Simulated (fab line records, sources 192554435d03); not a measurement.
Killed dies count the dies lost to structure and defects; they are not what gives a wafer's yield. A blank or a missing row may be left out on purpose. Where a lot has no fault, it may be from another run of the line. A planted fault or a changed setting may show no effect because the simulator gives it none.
Chamber matching :: flow n5Finfet :: N5_HKMG_FIN_ETCH_86 on rieDiel-05 has 3 sister chambers
The step etches SOC in N2/H2, stops on TiN, target depth 393.2 nm. 3 wafers are shown with their chamber, then 11 later ones without.

## WAFERS, EACH WITH ITS CHAMBER
wafer: L082.1
chamber: 3
showerheadPlenumPTorr (Torr): 2.49

wafer: L090.4
chamber: 2
showerheadPlenumPTorr (Torr): 2.64

wafer: L090.6
chamber: 0
showerheadPlenumPTorr (Torr): 2.58

## WAFERS WITHOUT THEIR CHAMBER
wafer: L091.2
showerheadPlenumPTorr (Torr): 2.58

wafer: L091.5
showerheadPlenumPTorr (Torr): 2.64

wafer: L091.6
showerheadPlenumPTorr (Torr): 2.48

wafer: L093.2
showerheadPlenumPTorr (Torr): 2.48

wafer: L093.6
showerheadPlenumPTorr (Torr): 2.57

wafer: L094.1
showerheadPlenumPTorr (Torr): 2.57

wafer: L094.3
showerheadPlenumPTorr (Torr): 2.48

wafer: L094.4
showerheadPlenumPTorr (Torr): 2.64

wafer: L095.2
showerheadPlenumPTorr (Torr): 2.64

wafer: L095.5
showerheadPlenumPTorr (Torr): 2.57

wafer: L095.6
showerheadPlenumPTorr (Torr): 2.48

## WHICH CHAMBER EACH ONE RAN IN
wafer: L091.2
from the rows above: 0
in truth: 0

wafer: L091.5
from the rows above: 2
in truth: 2

wafer: L091.6
from the rows above: 3
in truth: 3

wafer: L093.2
from the rows above: 3
in truth: 3

wafer: L093.6
from the rows above: 0
in truth: 0

wafer: L094.1
from the rows above: 0
in truth: 0

wafer: L094.3
from the rows above: 3
in truth: 3

wafer: L094.4
from the rows above: 2
in truth: 2

wafer: L095.2
from the rows above: 2
in truth: 2

wafer: L095.5
from the rows above: 0
in truth: 0

wafer: L095.6
from the rows above: 3
in truth: 3
Placed correctly: 11 of 11. Not placeable from these rows: 0. Wrongly placed: 0.
How it was worked out, from the rows above alone: a wafer's distance from a chamber is the root of the sum, over the readings, of the square of ((its reading less the chamber's mean) divided by the reading's scatter). If the next closest chamber is less than 2 further off than the closest, the wafer can't be placed; otherwise it belongs to the closest. The mean given for a chamber averages the wafers shown for that chamber. The scatter (one wafer shown for each chamber): square how far every hidden wafer sits from the nearest shown wafer, average those squares and take the square root.
